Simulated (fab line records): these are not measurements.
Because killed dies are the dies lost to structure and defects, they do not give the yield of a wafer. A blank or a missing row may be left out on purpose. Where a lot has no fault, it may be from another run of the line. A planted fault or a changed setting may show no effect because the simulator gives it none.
Chamber matching || flow n5-finfet || rie-diel-02 running N5_BEOL_M1_DESCUM_33: 4 sister chambers
The step chemistry O2, time 7 s. 8 wafers are shown with their chamber, then 7 later ones without.

== WAFERS WITH THEIR CHAMBER ==
{"wafer": "L076.5", "chamber": 0, "throttle-valve-pct (%)": 20.80, "showerhead-plenum-p-Torr (Torr)": 2.07}
{"wafer": "L081.2", "chamber": 1, "throttle-valve-pct (%)": 19.99, "showerhead-plenum-p-Torr (Torr)": 2.23}
{"wafer": "L083.2", "chamber": 0, "throttle-valve-pct (%)": 20.81, "showerhead-plenum-p-Torr (Torr)": 2.07}
{"wafer": "L090.1", "chamber": 3, "throttle-valve-pct (%)": 20.69, "showerhead-plenum-p-Torr (Torr)": 2.08}
{"wafer": "L090.4", "chamber": 1, "throttle-valve-pct (%)": 20.01, "showerhead-plenum-p-Torr (Torr)": 2.22}
{"wafer": "L090.5", "chamber": 2, "throttle-valve-pct (%)": 20.28, "showerhead-plenum-p-Torr (Torr)": 2.11}
{"wafer": "L091.1", "chamber": 3, "throttle-valve-pct (%)": 20.68, "showerhead-plenum-p-Torr (Torr)": 2.08}
{"wafer": "L091.4", "chamber": 2, "throttle-valve-pct (%)": 20.29, "showerhead-plenum-p-Torr (Torr)": 2.10}

== WAFERS WITH NO CHAMBER GIVEN ==
{"wafer": "L091.5", "throttle-valve-pct (%)": 20.27, "showerhead-plenum-p-Torr (Torr)": 2.10}
{"wafer": "L092.1", "throttle-valve-pct (%)": 20.00, "showerhead-plenum-p-Torr (Torr)": 2.22}
{"wafer": "L092.4", "throttle-valve-pct (%)": 20.28, "showerhead-plenum-p-Torr (Torr)": 2.10}
{"wafer": "L092.5", "throttle-valve-pct (%)": 20.01, "showerhead-plenum-p-Torr (Torr)": 2.22}
{"wafer": "L096.1", "throttle-valve-pct (%)": 20.03, "showerhead-plenum-p-Torr (Torr)": 2.21}
{"wafer": "L096.3", "throttle-valve-pct (%)": 20.70, "showerhead-plenum-p-Torr (Torr)": 2.08}
{"wafer": "L096.5", "throttle-valve-pct (%)": 20.71, "showerhead-plenum-p-Torr (Torr)": 2.08}

== CHAMBER TAKEN BY EACH ==
{"wafer": "L091.5", "from the rows above": 2, "in truth": 2}
{"wafer": "L092.1", "from the rows above": 1, "in truth": 1}
{"wafer": "L092.4", "from the rows above": 2, "in truth": 2}
{"wafer": "L092.5", "from the rows above": 1, "in truth": 1}
{"wafer": "L096.1", "from the rows above": 1, "in truth": 1}
{"wafer": "L096.3", "from the rows above": 3, "in truth": 3}
{"wafer": "L096.5", "from the rows above": 3, "in truth": 3}
Placed correctly: 7 of 7. From these rows, 0 cannot be placed. Placed wrongly: 0.
How it was worked out, from the rows above alone: a wafer's distance from a chamber is the root of the sum, over the readings, of the square of ((its reading less the chamber's mean) divided by the reading's scatter). The wafer belongs to the nearest chamber; if the next one is less than 2 further off, it can't be placed. For every chamber, the mean is computed from those of its wafers that are shown. The scatter: take each reading less its chamber's mean, square it, sum over the shown wafers, divide by the number of wafers less the number of chambers, and take the root.
